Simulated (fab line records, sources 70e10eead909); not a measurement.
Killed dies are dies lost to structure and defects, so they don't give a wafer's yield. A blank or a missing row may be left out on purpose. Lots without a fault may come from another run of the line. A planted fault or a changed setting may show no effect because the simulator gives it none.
Chamber matching | flow nand_harc | NHARC_A_STAIRCASE_ETCH_444 on rie_diel-01: 4 sister chambers
The step etches the open film in C4F8/O2, target depth 20400 nm, time 6800 s. 4 wafers are shown with their chamber, then 8 later ones without.

WAFERS WITH THEIR CHAMBER
wafer  | chamber | rf_vpp_V (V)
L075.6 | 2       | 800
L077.2 | 1       | 807
L087.1 | 0       | 816
L092.3 | 3       | 803

WAFERS WITHOUT THEIR CHAMBER
wafer  | rf_vpp_V (V)
L092.4 | 808
L092.6 | 807
L097.1 | 802
L097.2 | 807
L097.5 | 816
L095.3 | 816
L095.4 | 807
L095.6 | 814

WHICH CHAMBER EACH WENT THROUGH
wafer  | from the rows above     | in truth
L092.4 | 1                       | 1
L092.6 | 1                       | 1
L097.1 | can't be placed: 3 or 2 | 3
L097.2 | 1                       | 1
L097.5 | 0                       | 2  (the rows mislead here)
L095.3 | 0                       | 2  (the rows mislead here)
L095.4 | 1                       | 1
L095.6 | 0                       | 0
Placed correctly: 5 of 8. Can't be placed from these rows: 1 (the true chamber is among the candidates in 1). Placed wrongly: 2.
How it was worked out, from the rows above alone: a wafer's distance from a chamber is the root of the sum, over the readings, of the square of ((its reading less the chamber's mean) divided by the reading's scatter). The wafer belongs to the nearest chamber; if the next one is less than 2 further off, it can't be placed. A chamber's mean is the mean of its shown wafers. The scatter: with one shown wafer a chamber, the root of the mean of the squares of how far each hidden wafer lies from its nearest shown one.
